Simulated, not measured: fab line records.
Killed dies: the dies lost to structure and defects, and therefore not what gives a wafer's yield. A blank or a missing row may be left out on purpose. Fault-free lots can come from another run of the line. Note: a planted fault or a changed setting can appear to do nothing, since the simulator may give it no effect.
Matching of chambers ; flow n5-finfet ; rie-diel-06 running N5_BEOL_M14_ETCH_68: 4 sister chambers
The step etches SOC in N2/H2, time 450 s. 16 wafers are shown with their chamber, then 8 later ones without.

## WAFERS WITH THEIR CHAMBER
wafer;chamber;drypump-motor-current-A (A);throttle-valve-pct (%);oes-product-au (a.u.)
L075.2;3;5.1;17.58;0.90
L075.3;2;5.3;17.64;0.82
L075.5;0;5.3;18.15;0.72
L074.3;2;5.3;17.67;0.82
L074.4;1;6.2;17.96;0.68
L074.5;2;5.3;17.66;0.82
L079.2;0;5.3;18.17;0.72
L079.3;2;5.3;17.66;0.81
L079.4;2;5.3;17.67;0.81
L084.2;1;6.2;17.57;0.96
L084.4;3;5.2;17.63;0.86
L084.6;2;5.3;17.69;0.80
L087.1;2;5.3;17.72;0.80
L087.2;0;5.3;18.19;0.71
L087.3;3;5.1;17.61;0.86
L088.1;0;5.3;18.18;0.70

SIGNATURES (averages over the wafers above)
reading;chamber 0;chamber 1;chamber 2;chamber 3;scatter within a chamber
drypump-motor-current-A;5.300;6.200;5.300;5.133;0.0236
throttle-valve-pct;18.1725;17.7650;17.6729;17.6067;0.0827
oes-product-au;0.7125;0.8200;0.8114;0.8733;0.0585
Rule: for each reading, subtract the chamber's mean from the wafer's reading, divide by that reading's scatter and square the result; add these up over the readings and take the root, which gives the wafer's distance from the chamber. The wafer belongs to the nearest chamber; if the next one is less than 2 further off, it can't be placed. The scatter: take each reading less its chamber's mean, square it, sum over the shown wafers, divide by the number of wafers less the number of chambers, and take the root.

## WAFERS WITH NO CHAMBER GIVEN
wafer;drypump-motor-current-A (A);throttle-valve-pct (%);oes-product-au (a.u.)
L088.3;5.1;17.64;0.85
L088.4;6.2;17.58;0.94
L093.1;5.1;17.63;0.85
L093.4;5.3;18.19;0.70
L093.6;5.3;17.70;0.79
L096.3;6.2;17.60;0.90
L096.4;5.3;17.75;0.77
L096.6;5.1;17.66;0.83

## EACH ONE'S CHAMBER
wafer;from the rows above;in truth
L088.3;3;3
L088.4;1;1
L093.1;3;3
L093.4;0;0
L093.6;2;2
L096.3;1;1
L096.4;2;2
L096.6;3;3
8 of 8 placed correctly. Can't be placed from these rows: 0. 0 placed wrongly.
